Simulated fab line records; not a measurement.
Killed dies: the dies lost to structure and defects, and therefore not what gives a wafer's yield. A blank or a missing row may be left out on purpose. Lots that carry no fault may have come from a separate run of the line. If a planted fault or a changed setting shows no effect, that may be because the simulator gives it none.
fab line records ; flow n5-finfet
[record] lots = 6; wafers = 18; last-day = 18
route steps=1938 shown BEOL_M14@1768 BEOL_M15@1773
lots with no fault: from the same line, run without faults
start-h: hours from the record's first day to the start of the lot's first wafer shown ; wait-h: hours since the lot's step before ; " the same as in the row above ; L1.1+2: a single row standing in for several wafers ; - no value, or no start given ; * or withheld: withheld ; < > ~ a bound
route shown NAME@n: a module of which the file shows steps, and the number in the route of the first ; usual: average and standard deviation across the fault-free wafers ; same: alike in all rows ; chamber/n: place in a boat ; sites: the reading at each site ; _std_site: standard deviation of those values ; _edge_site: outer sites' mean less inner sites' ; radius-mm: how far each site lies from the wafer's centre ; mask NAME#n: copy n ; behind: the most recent tool/chamber to have shaped the wafer ; hold: the reason the lot was held/the length of the hold in hours/how it ended ; device: which transistor (n, p or np) failed to switch ; end of line: tests run on the same wafers once the route is complete ; step lacking rows: just its recipe ; killed: the dies lost at the first sort to structure and to defects; this is not the yield of the wafer ; map: per-die view of a wafer (x killed, . not killed, _ where there is no die)
set.NAME: setting as actually run; set.NAME@STEP: the setting as run at that earlier step ; model.NAME: the simulator's own value behind a step, which no gauge read
a table for each step, a row for each wafer; lots at some steps of the route
services: a tool's chamber out of use, with start hour (start-h, from the record's first day; less than 0 if before it), hours out, and reason
[[steps]]
[step N5_BEOL_M14_THK_MEAS_50]
[recipe] thk-meas-gauge = xrf; reads = Cu_of_BEOL_M14_ECD_47
[usual] M14_THK = 568/15
lot.wafer;tool;chamber;start-h;wait-h;M14_THK[nm]
L610.1;film-metro-01;-;279.57;-;581
L610.2;film-metro-01;-;279.57;-;582
L610.5;film-metro-01;-;279.57;-;584
L612.2;film-metro-01;-;294.46;-;585
L612.4;film-metro-01;-;294.46;-;592
L612.6;film-metro-01;-;294.46;-;557
L619.1;film-metro-01;-;337.35;-;574
L619.2;film-metro-01;-;337.35;-;562
L619.5;film-metro-01;-;337.35;-;575
L620.1;film-metro-02;-;347.47;-;560
L620.2;film-metro-02;-;347.47;-;570
L620.5;film-metro-02;-;347.47;-;580
L627.4;film-metro-01;-;386.95;-;567
L627.5;film-metro-01;-;386.95;-;570
L627.6;film-metro-01;-;386.95;-;555
L626.2;film-metro-02;-;402.36;-;557
L626.4;film-metro-02;-;402.36;-;562
L626.6;film-metro-02;-;402.36;-;555
[step N5_BEOL_M14_PRE_CLEAN_52]
[recipe] gas = NH3; time-s = 15; temp-c = withheld; rf-power-w = 300
[step N5_BEOL_M14_DEP_53]
[recipe] material = SiCN; target-thk-a = 500; temp-c = withheld; precursor = 3MS/NH3; pressure-torr = 3; rf-w = 675; time-s = 17.8
[usual] showerhead-plenum-p-Torr = 4.156/0.018; throttle-valve-pct = 18.2/0.84
lot.wafer;tool;chamber;start-h;wait-h;showerhead-plenum-p-Torr;throttle-valve-pct
L610.1;pecvd-02;2;279.63;0.0;4.135;17.4
L610.2;pecvd-02;0;279.63;0.0;4.146;18.8
L610.5;pecvd-02;2;279.63;0.0;4.131;17.7
L612.2;pecvd-02;1;294.53;0.0;4.161;17.3
L612.4;pecvd-02;1;294.53;0.0;4.152;17.2
L612.6;pecvd-02;1;294.53;0.0;4.152;17.9
L619.1;pecvd-03;2;337.42;0.0;4.165;16.9
L619.2;pecvd-03;1;337.42;0.0;4.135;19.3
L619.5;pecvd-03;0;337.42;0.0;4.169;19.2
L620.1;pecvd-03;2;347.54;0.0;4.158;17.1
L620.2;pecvd-03;0;347.54;0.0;4.170;19.5
L620.5;pecvd-03;1;347.54;0.0;4.136;19.3
L627.4;pecvd-02;0;387.03;0.0;4.156;18.8
L627.5;pecvd-02;2;387.03;0.0;4.125;17.4
L627.6;pecvd-02;1;387.03;0.0;4.167;17.9
L626.2;pecvd-04;1;402.42;0.0;4.163;18.1
L626.4;pecvd-04;0;402.42;0.0;4.201;18.9
L626.6;pecvd-04;2;402.42;0.0;4.140;17.2
[step N5_BEOL_M14_RS_MEAS_54]
[recipe] thk-meas-gauge = four-point-probe; reads = Cu_of_BEOL_M14_ECD_47+Ta_of_BEOL_M14_SPUTTER_44+TaN_of_BEOL_M14_SPUTTER_43
[usual] M14_RS = 0.0334/0.00082
lot.wafer;tool;chamber;start-h;wait-h;M14_RS[ohm/sq]
L610.1;film-metro-01;-;279.70;0.0;0.0333
L610.2;film-metro-01;-;279.70;0.0;0.0332
L610.5;film-metro-01;-;279.70;0.0;0.0332
L612.2;film-metro-02;-;294.62;0.1;0.0326
L612.4;film-metro-02;-;294.62;0.1;0.0324
L612.6;film-metro-02;-;294.62;0.1;0.0343
L619.1;film-metro-01;-;337.48;0.0;0.0334
L619.2;film-metro-01;-;337.48;0.0;0.0341
L619.5;film-metro-01;-;337.48;0.0;0.0335
L620.1;film-metro-02;-;347.60;0.0;0.0341
L620.2;film-metro-02;-;347.60;0.0;0.0334
L620.5;film-metro-02;-;347.60;0.0;0.0327
L627.4;film-metro-02;-;387.08;0.0;0.0335
L627.5;film-metro-02;-;387.08;0.0;0.0332
L627.6;film-metro-02;-;387.08;0.0;0.0344
L626.2;film-metro-02;-;402.48;0.1;0.0340
L626.4;film-metro-02;-;402.48;0.1;0.0337
L626.6;film-metro-02;-;402.48;0.1;0.0341
[step N5_BEOL_M14_INSPECT_55]
[recipe] inspect-instrument = darkfield; mode = post-dep
[usual] raw-defect-count = 71/21
lot.wafer;tool;chamber;start-h;wait-h;raw-defect-count
L610.1;defect-inspect-01;-;279.73;0.0;59
L610.2;defect-inspect-01;-;279.73;0.0;87
L610.5;defect-inspect-01;-;279.73;0.0;74
L612.2;defect-inspect-02;-;294.64;0.0;48
L612.4;defect-inspect-02;-;294.64;0.0;51
L612.6;defect-inspect-02;-;294.64;0.0;65
L619.1;defect-inspect-01;-;337.51;0.0;77
L619.2;defect-inspect-01;-;337.51;0.0;76
L619.5;defect-inspect-01;-;337.51;0.0;76
L620.1;defect-inspect-01;-;347.63;0.0;87
L620.2;defect-inspect-01;-;347.63;0.0;117
L620.5;defect-inspect-01;-;347.63;0.0;73
L627.4;defect-inspect-01;-;387.11;0.0;78
L627.5;defect-inspect-01;-;387.11;0.0;68
L627.6;defect-inspect-01;-;387.11;0.0;64
L626.2;defect-inspect-02;-;402.51;0.0;127
L626.4;defect-inspect-02;-;402.51;0.0;92
L626.6;defect-inspect-02;-;402.51;0.0;40
[step N5_BEOL_M15_ILD_DEP_00]
[recipe] material = SiO2; target-thk-a = 16293; temp-c = 400; precursor = TEOS/O2; pressure-torr = 6.5; rf-w = 900; teos-flow-sccm = 161.4; gas = O2; flow-sccm = 2650; time-s = 346.1
[usual] heater-power-w = 535/99; showerhead-plenum-p-Torr = 8.35/0.036; throttle-valve-pct = 18.3/0.77
lot.wafer;tool;chamber;start-h;wait-h;heater-power-w;showerhead-plenum-p-Torr;throttle-valve-pct
L610.1;pecvd-02;2;279.76;0.0;644;8.31;18.0
L610.2;pecvd-02;0;279.76;0.0;550;8.32;19.1
L610.5;pecvd-02;1;279.76;0.0;532;8.33;18.1
L612.2;pecvd-01;2;294.68;0.0;725;8.36;18.3
L612.4;pecvd-01;2;294.68;0.0;577;8.36;18.5
L612.6;pecvd-01;1;294.68;0.0;518;8.36;18.8
L619.1;pecvd-01;2;337.55;0.0;666;8.35;18.7
L619.2;pecvd-01;1;337.55;0.0;527;8.38;18.5
L619.5;pecvd-01;0;337.55;0.0;479;8.39;16.9
L620.1;pecvd-01;1;347.67;0.0;477;8.38;18.9
L620.2;pecvd-01;0;347.67;0.0;570;8.38;16.9
L620.5;pecvd-01;0;347.67;0.0;626;8.39;16.9
L627.4;pecvd-01;2;387.25;0.1;729;8.36;18.9
L627.5;pecvd-01;2;387.25;0.1;569;8.37;18.8
L627.6;pecvd-01;0;387.25;0.1;465;8.39;16.9
L626.2;pecvd-01;0;402.55;0.0;578;8.38;17.0
L626.4;pecvd-01;0;402.55;0.0;461;8.39;16.9
L626.6;pecvd-01;0;402.55;0.0;582;8.37;16.7
[step N5_BEOL_M15_THK_MEAS_01]
[recipe] reads = SiO2_of_BEOL_M15_ILD_DEP_00
[usual] M15_ILD_THK = 1631/21
lot.wafer;tool;chamber;start-h;wait-h;M15_ILD_THK[nm]
L610.1;film-metro-02;-;280.01;0.1;1662
L610.2;film-metro-02;-;280.01;0.1;1612
L610.5;film-metro-02;-;280.01;0.1;1663
L612.2;film-metro-01;-;294.93;0.1;1623
L612.4;film-metro-01;-;294.93;0.1;1646
L612.6;film-metro-01;-;294.93;0.1;1656
L619.1;film-metro-01;-;337.80;0.1;1627
L619.2;film-metro-01;-;337.80;0.1;1603
L619.5;film-metro-01;-;337.80;0.1;1614
L620.1;film-metro-01;-;347.92;0.1;1629
L620.2;film-metro-01;-;347.92;0.1;1596
L620.5;film-metro-01;-;347.92;0.1;1643
L627.4;film-metro-01;-;387.50;0.1;1645
L627.5;film-metro-01;-;387.50;0.1;1640
L627.6;film-metro-01;-;387.50;0.1;1603
L626.2;film-metro-01;-;402.91;0.3;1594
L626.4;film-metro-01;-;402.91;0.3;1610
L626.6;film-metro-01;-;402.91;0.3;1628
[step N5_BEOL_M15_COAT_58]
[recipe] resist = BARC; temp-c = 205; time-s = 60; spin-rpm = 1500; resist-thk-nm = 89
[step N5_BEOL_M15_COAT_04]
[recipe] spin-rpm = 1704; resist-thk-nm = 800
[step N5_BEOL_M15_EBR_06]
[recipe] solvent = PGMEA; ebr-width-mm = 1.5
[step N5_BEOL_M15_SOFTBAKE_05]
[recipe] temp-c = 130; time-s = 60
[step N5_BEOL_M15_EXPOSE_07]
[recipe] mask-id = V14; na = 0.8; source-shape = annular; sigma-inner = 0.5; sigma-outer = 0.8; polarization = unpolarized; attpsm-phase-deg = 180; dose-mj = 41.25
[step N5_BEOL_M15_PEB_08]
[recipe] peb-temp-c = 130; peb-time-s = 90
[usual] chill-plate-temp-C = 22.99/0.11; exhaust-pa = 45.0/0.92
lot.wafer;tool;chamber;start-h;wait-h;chill-plate-temp-C;exhaust-pa
L610.1;litho-track-02;0;280.20;0.1;23.01;45.5
L610.2;litho-track-02;0;280.20;0.1;22.88;47.4
L610.5;litho-track-02;0;280.20;0.1;23.10;46.0
L612.2;litho-track-05;0;295.24;0.0;22.97;45.0
L612.4;litho-track-05;0;295.24;0.0;23.05;44.4
L612.6;litho-track-05;0;295.24;0.0;22.90;43.4
L619.1;litho-track-02;-;338.11;0.1;-;-
L619.2;litho-track-02;-;338.11;0.1;-;-
L619.5;litho-track-02;-;338.11;0.1;-;-
L620.1;litho-track-02;-;348.10;0.1;-;-
L620.2;litho-track-02;-;348.10;0.1;-;-
L620.5;litho-track-02;-;348.10;0.1;-;-
L627.4;litho-track-05;0;387.82;0.0;22.98;44.8
L627.5;litho-track-05;0;387.82;0.0;22.95;44.4
L627.6;litho-track-05;0;387.82;0.0;23.10;45.5
L626.2;litho-track-05;0;403.09;0.0;23.22;45.5
L626.4;litho-track-05;0;403.09;0.0;23.10;45.5
L626.6;litho-track-05;0;403.09;0.0;22.88;45.9
[step N5_BEOL_M15_DEVELOP_09]
[recipe] develop-time-s = 45; rinse-liquid = diw; dry = air-spin; dev-temp-c = 21
[[services]]
tool;chamber;start-h;hours;kind
pecvd-04;1;258.55;5.0;scheduled-down
pecvd-01;-;269.73;1.0;repair
pecvd-04;-;270.16;2.9;repair
pecvd-04;2;282.31;4.7;repair
pecvd-04;-;290.23;1.7;repair
pecvd-02;2;294.19;2.1;scheduled-down
pecvd-01;1;296.81;5.5;scheduled-down
pecvd-01;0;302.27;2.1;scheduled-down
pecvd-02;0;303.73;4.6;scheduled-down
pecvd-01;1;304.40;2.1;scheduled-down
pecvd-01;2;341.95;5.0;scheduled-down
pecvd-01;-;357.40;1.4;repair
pecvd-03;2;365.60;5.5;scheduled-down
pecvd-04;1;379.18;5.5;scheduled-down
pecvd-01;1;383.62;-;clean
pecvd-01;1;383.62;-;consumable-replace:showerhead
pecvd-01;1;383.62;29.0;scheduled-down
pecvd-01;1;383.62;29.0;vent-cycle
pecvd-01;2;384.25;2.1;scheduled-down
pecvd-04;1;399.70;2.1;scheduled-down
pecvd-03;0;400.63;2.1;scheduled-down
[[key]]
[first-sign] step = N5_BEOL_M15_PEB_08; reading = tool-record; direction = missing
effect none on later readings
met-at N5_BEOL_M15_PEB_08
struck-wafers L619.1,L619.2,L619.5,L620.1,L620.2,L620.5
later-rows-left-out L619.1,L619.2,L619.5,L620.1,L620.2,L620.5
sort-left-out L619.1,L619.2,L619.5,L620.1,L620.2,L620.5
onset-between 280.20 338.11
[fault] kind = skipped-step-whole; tool = litho-track-02; chamber = -; onset-h = 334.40; steps = N5_BEOL_M15_PEB_08; scope = struck-lots-only
// sort-left-out: the simulated sort isn't trusted on such a fault, so these wafers' sort isn't shown, and their yield isn't known
// later-rows-left-out: the simulator's readings of these wafers behind a module that went badly wrong aren't trusted and aren't shown, but for the sort
